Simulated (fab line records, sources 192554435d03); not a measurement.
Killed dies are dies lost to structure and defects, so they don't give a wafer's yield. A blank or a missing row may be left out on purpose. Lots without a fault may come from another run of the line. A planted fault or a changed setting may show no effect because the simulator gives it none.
Chamber matching | flow n5_finfet | N5_GATE_CUT_PECVD_57 on pecvd-01: 3 sister chambers
The step deposits SiNx from SiH4/NH3/N2, target thk 21 nm. 16 wafers are shown with their chamber, then 8 later ones without.

WAFERS WITH THEIR CHAMBER
wafer  | chamber | showerhead_plenum_p_Torr (Torr) | showerhead_vpp_V (V) | heater_power_w (W)
L075.1 | 0       | 5.25                            | 1177                 | 931
L075.4 | 0       | 5.26                            | 1184                 | 940
L075.6 | 2       | 5.17                            | 1060                 | 691
L077.4 | 0       | 5.23                            | 1177                 | 885
L077.5 | 0       | 5.24                            | 1162                 | 894
L077.6 | 2       | 5.18                            | 1080                 | 752
L079.1 | 2       | 5.18                            | 1042                 | 737
L079.2 | 1       | 5.11                            | 1058                 | 564
L079.3 | 0       | 5.24                            | 1177                 | 806
L083.1 | 2       | 5.19                            | 1075                 | 735
L083.3 | 0       | 5.23                            | 1179                 | 902
L083.4 | 1       | 5.12                            | 1081                 | 682
L084.1 | 0       | 5.25                            | 1175                 | 842
L084.4 | 1       | 5.12                            | 1084                 | 653
L084.6 | 2       | 5.19                            | 1048                 | 777
L087.2 | 1       | 5.12                            | 1082                 | 666

SIGNATURES (means of the wafers above)
reading                  | chamber 0 | chamber 1 | chamber 2 | scatter within a chamber
showerhead_plenum_p_Torr | 5.2429    | 5.1175    | 5.1820    | 0.00919
showerhead_vpp_V         | 1175.86   | 1076.25   | 1061.00   | 11.8
heater_power_w           | 885.71    | 641.25    | 738.40    | 44.6
Rule: a wafer's distance from a chamber is the root of the sum, over the readings, of the square of ((its reading less the chamber's mean) divided by the reading's scatter). The wafer belongs to the nearest chamber; if the next one is less than 2 further off, it can't be placed. The scatter: the root of (the sum of the squares of (reading less its chamber's mean) over the shown wafers, divided by (wafers less chambers)).

WAFERS WITHOUT THEIR CHAMBER
wafer  | showerhead_plenum_p_Torr (Torr) | showerhead_vpp_V (V) | heater_power_w (W)
L087.3 | 5.19                            | 1067                 | 681
L087.4 | 5.24                            | 1192                 | 773
L088.3 | 5.12                            | 1073                 | 677
L088.4 | 5.11                            | 1078                 | 671
L088.5 | 5.23                            | 1182                 | 919
L097.2 | 5.13                            | 1058                 | 593
L097.5 | 5.26                            | 1186                 | 820
L097.6 | 5.11                            | 1066                 | 570

WHICH CHAMBER EACH WENT THROUGH
wafer  | from the rows above | in truth
L087.3 | 2                   | 2
L087.4 | 0                   | 0
L088.3 | 1                   | 1
L088.4 | 1                   | 1
L088.5 | 0                   | 0
L097.2 | 1                   | 1
L097.5 | 0                   | 0
L097.6 | 1                   | 1
Placed correctly: 8 of 8. Can't be placed from these rows: 0. Placed wrongly: 0.
